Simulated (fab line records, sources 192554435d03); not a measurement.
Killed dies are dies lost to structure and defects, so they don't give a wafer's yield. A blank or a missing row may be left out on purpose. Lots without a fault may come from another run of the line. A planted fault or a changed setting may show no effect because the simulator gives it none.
Chamber matching | flow n5_finfet | N5_SD_EPI_P_DESCUM_14 on rie_diel-06: 4 sister chambers
The step chemistry O2, time 7.9 s. 18 wafers are shown with their chamber, then 9 later ones without.

WAFERS WITH THEIR CHAMBER
wafer  | chamber | drypump_motor_current_A (A) | throttle_valve_pct (%) | showerhead_plenum_p_Torr (Torr)
L074.1 | 2       | 6.1                         | 20.41                  | 2.12
L074.5 | 3       | 5.2                         | 20.01                  | 2.22
L074.6 | 2       | 6.1                         | 20.42                  | 2.12
L076.1 | 1       | 5.4                         | 20.56                  | 2.05
L076.2 | 2       | 6.1                         | 20.41                  | 2.12
L076.3 | 0       | 5.6                         | 20.42                  | 2.19
L076.4 | 3       | 5.2                         | 20.01                  | 2.22
L076.5 | 3       | 5.2                         | 20.03                  | 2.22
L076.6 | 0       | 5.6                         | 20.42                  | 2.19
L083.1 | 3       | 5.3                         | 20.04                  | 2.21
L083.2 | 2       | 6.1                         | 20.43                  | 2.12
L083.3 | 1       | 5.4                         | 20.59                  | 2.04
L084.2 | 2       | 6.1                         | 20.43                  | 2.11
L084.4 | 3       | 5.2                         | 20.04                  | 2.21
L084.5 | 2       | 6.1                         | 20.44                  | 2.11
L085.1 | 0       | 5.6                         | 20.44                  | 2.18
L085.3 | 3       | 5.2                         | 20.05                  | 2.21
L085.6 | 0       | 5.6                         | 20.43                  | 2.18

SIGNATURES (means of the wafers above)
reading                  | chamber 0 | chamber 1 | chamber 2 | chamber 3 | scatter within a chamber
drypump_motor_current_A  | 5.600     | 5.400     | 6.100     | 5.217     | 0.0244
throttle_valve_pct       | 20.4275   | 20.5750   | 20.4233   | 20.0300   | 0.0143
showerhead_plenum_p_Torr | 2.1850    | 2.0450    | 2.1167    | 2.2150    | 0.00556
Rule: a wafer's distance from a chamber is the root of the sum, over the readings, of the square of ((its reading less the chamber's mean) divided by the reading's scatter). The wafer belongs to the nearest chamber; if the next one is less than 2 further off, it can't be placed. The scatter: the root of (the sum of the squares of (reading less its chamber's mean) over the shown wafers, divided by (wafers less chambers)).

WAFERS WITHOUT THEIR CHAMBER
wafer  | drypump_motor_current_A (A) | throttle_valve_pct (%) | showerhead_plenum_p_Torr (Torr)
L087.1 | 6.1                         | 20.45                  | 2.11
L087.2 | 5.4                         | 20.61                  | 2.04
L087.5 | 6.1                         | 20.43                  | 2.11
L088.3 | 5.6                         | 20.44                  | 2.18
L088.4 | 6.1                         | 20.46                  | 2.11
L088.5 | 5.4                         | 20.61                  | 2.04
L090.2 | 5.6                         | 20.45                  | 2.18
L090.5 | 6.0                         | 20.46                  | 2.11
L090.6 | 5.2                         | 20.04                  | 2.21

WHICH CHAMBER EACH WENT THROUGH
wafer  | from the rows above | in truth
L087.1 | 2                   | 2
L087.2 | 1                   | 1
L087.5 | 2                   | 2
L088.3 | 0                   | 0
L088.4 | 2                   | 2
L088.5 | 1                   | 1
L090.2 | 0                   | 0
L090.5 | 2                   | 2
L090.6 | 3                   | 3
Placed correctly: 9 of 9. Can't be placed from these rows: 0. Placed wrongly: 0.
